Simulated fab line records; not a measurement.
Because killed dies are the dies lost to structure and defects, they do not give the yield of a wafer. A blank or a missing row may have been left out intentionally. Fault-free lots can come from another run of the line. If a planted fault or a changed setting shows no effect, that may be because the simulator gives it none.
Check for tools in common ; flow nand harc ; 11 lots and 32 wafers in the sample

WHY IT WAS OPENED
At NHARC_END_SORT_01 the reading killed at other is flagged on 1 of 11 lots. No-fault wafers: 0.8, standard deviation 0.91.
Rule: a lot gets a flag if all its wafers with a number sit over 4 standard deviations from that mean, or if no wafer of it has a number. The other lots count as sound.

lot;measured;on;killed at other, wafer by wafer;flag
L611;day 25 02:41;prober-02;1 1 1;
L609;day 25 02:41;prober-01;0 1 2;
L610;day 25 09:38;prober-02;1 0 1;
L608;day 25 11:20;prober-01;2 1 0;
L614;day 26 00:31;prober-01;648 645;FLAGGED
L618;day 28 00:59;prober-02;2 1 0;
L621;day 30 04:30;prober-01;0 1 0;
L625;day 31 00:32;prober-01;2 1 2;
L624;day 31 08:24;prober-02;0 1 0;
L627;day 31 20:23;prober-01;0 2 1;
L629;day 34 12:41;prober-01;1 2 1;
The numbers of the flagged lots are 646.5 on average: +645.7 against the usual, or +99 or more standard deviations.

LOT BY LOT: THE TOOL USED
4 process steps preceding the reading are held in the record, out of 1302 steps in the route. In each cell: the tool, then ch and the chambers that the sampled wafers went through, then the start.
lot;flag;NHARC_THIN_TSV_ETCH_44;NHARC_THIN_TSV_PVD_51;NHARC_THIN_TSV_CMP_21;NHARC_THIN_TSV_DESCUM_35
L611;;rie diel-06 ch 0,2, day 24 14:04;pvd sputter-03, day 24 16:49;cmp-02 ch 0,1,2, day 24 18:03;rie diel-06 ch 1,2,3, day 24 19:41
L609;;rie diel-06 ch 1,3, day 24 09:33;pvd sputter-03, day 24 12:20;cmp-04 ch 0,1,2, day 24 13:37;rie diel-03 ch 0,1,2, day 24 15:20
L610;;rie diel-03 ch 1,2, day 24 08:31;pvd sputter-03, day 24 11:17;cmp-04 ch 1,2,3, day 24 12:38;rie diel-03 ch 0,2,3, day 24 14:25
L608;;rie diel-03 ch 2,3, day 24 13:07;pvd sputter-03, day 24 15:56;cmp-01 ch 0,3, day 24 17:11;rie diel-06 ch 0,1,2, day 24 18:57
L614;FLAGGED;rie diel-06 ch 1, day 25 08:29;pvd sputter-03, day 25 11:13;cmp-04 ch 1,3, day 25 12:35;rie diel-06 ch 0,2, day 25 14:10
L618;;rie diel-03 ch 0,2, day 27 06:29;pvd sputter-02, day 27 09:20;cmp-04 ch 1,3, day 27 10:46;rie diel-06 ch 0,1,3, day 27 12:29
L621;;rie diel-03 ch 1,2,3, day 29 14:59;pvd sputter-01, day 29 17:54;cmp-04 ch 0,1,3, day 29 19:19;rie diel-06 ch 1,2, day 29 20:55
L625;;rie diel-03 ch 0,1,3, day 30 09:49;pvd sputter-01, day 30 12:33;cmp-02 ch 0,1,2, day 30 13:50;rie diel-06 ch 0,1,2, day 30 15:28
L624;;rie diel-06 ch 1,2, day 30 17:34;pvd sputter-01, day 30 20:23;cmp-02 ch 1,2,3, day 30 21:55;rie diel-03 ch 1,3, day 30 23:31
L627;;rie diel-06 ch 0,1,2, day 31 06:09;pvd sputter-02, day 31 08:51;cmp-04 ch 1,3, day 31 10:07;rie diel-07 ch 0,1, day 31 11:52
L629;;rie diel-03 ch 2,3, day 33 20:13;pvd sputter-01, day 33 23:04;cmp-02 ch 0,3, day 34 00:21;rie diel-06 ch 1,3, day 34 02:05
What is done by these steps:
- NHARC_THIN_TSV_ETCH_44: etches the open film in CF4/O2, target depth 1594.2 nm, time 797.1 s.
- NHARC_THIN_TSV_PVD_51: deposits Cu, target thk 100 nm.
- NHARC_THIN_TSV_CMP_21: polishes, t overpolish 30 s, target thk 2000 nm.
- NHARC_THIN_TSV_DESCUM_35: chemistry O2, time 3 s.
- NHARC_END_SORT_01

FLAGGED OVER TOTAL, TOOL BY TOOL (the gauges that took the reading come last)
step;tool;lots run;flagged;share of the flagged lots;sound lots run after its first flagged lot
NHARC_THIN_TSV_ETCH_44;rie diel-03;6;0;none;-
NHARC_THIN_TSV_ETCH_44;rie diel-06;5;1;all;2 (L624,L627)
NHARC_THIN_TSV_PVD_51;pvd sputter-01;4;0;none;-
NHARC_THIN_TSV_PVD_51;pvd sputter-02;2;0;none;-
NHARC_THIN_TSV_PVD_51;pvd sputter-03;5;1;all;0
NHARC_THIN_TSV_CMP_21;cmp-01;1;0;none;-
NHARC_THIN_TSV_CMP_21;cmp-02;4;0;none;-
NHARC_THIN_TSV_CMP_21;cmp-04;6;1;all;3 (L618,L621,L627)
NHARC_THIN_TSV_DESCUM_35;rie diel-03;3;0;none;-
NHARC_THIN_TSV_DESCUM_35;rie diel-06;7;1;all;4 (L618,L621,L625,L629)
NHARC_THIN_TSV_DESCUM_35;rie diel-07;1;0;none;-
NHARC_END_SORT_01;prober-01;7;1;all;4 (L621,L625,L627,L629)
NHARC_END_SORT_01;prober-02;4;0;none;-

WHAT IS ALLOWED BY THE TABLE
5 rows of the table ran every flagged lot: rie diel-06 at NHARC_THIN_TSV_ETCH_44, pvd sputter-03 at NHARC_THIN_TSV_PVD_51, cmp-04 at NHARC_THIN_TSV_CMP_21, rie diel-06 at NHARC_THIN_TSV_DESCUM_35, prober-01 at NHARC_END_SORT_01.
- rie diel-06 at NHARC_THIN_TSV_ETCH_44 ran 5 lots, 1 of them flagged. Lots that were sound ran on it after the first flagged one (L624, L627); a persistent fault on the entire tool would not allow that.
- pvd sputter-03 at NHARC_THIN_TSV_PVD_51 ran 5 lots, 1 of them flagged. Last sound lot L611 at day 24 16:49, first flagged lot L614 at day 25 11:13; a fault beginning in between fits.
- cmp-04 at NHARC_THIN_TSV_CMP_21 ran 6 lots, 1 of them flagged. Lots that were sound ran on it after the first flagged one (L618, L621, L627); a persistent fault on the entire tool would not allow that.
- rie diel-06 at NHARC_THIN_TSV_DESCUM_35 ran 7 lots, 1 of them flagged. Lots that were sound ran on it after the first flagged one (L618, L621, L625, L629); a persistent fault on the entire tool would not allow that.
- prober-01 at NHARC_END_SORT_01 ran 7 lots, 1 of them flagged. Lots that were sound ran on it after the first flagged one (L621, L625, L627, L629); a persistent fault on the entire tool would not allow that.
One tool is left: pvd sputter-03 at NHARC_THIN_TSV_PVD_51.

WHAT HAD BEEN PUT IN BY THE SIMULATOR
Drift in process parameters on pvd sputter-03 at NHARC_THIN_TSV_PVD_51, starting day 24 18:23. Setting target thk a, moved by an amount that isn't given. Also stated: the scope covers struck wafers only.
Shown lots that were struck: L614. The rule given above showed the same thing.
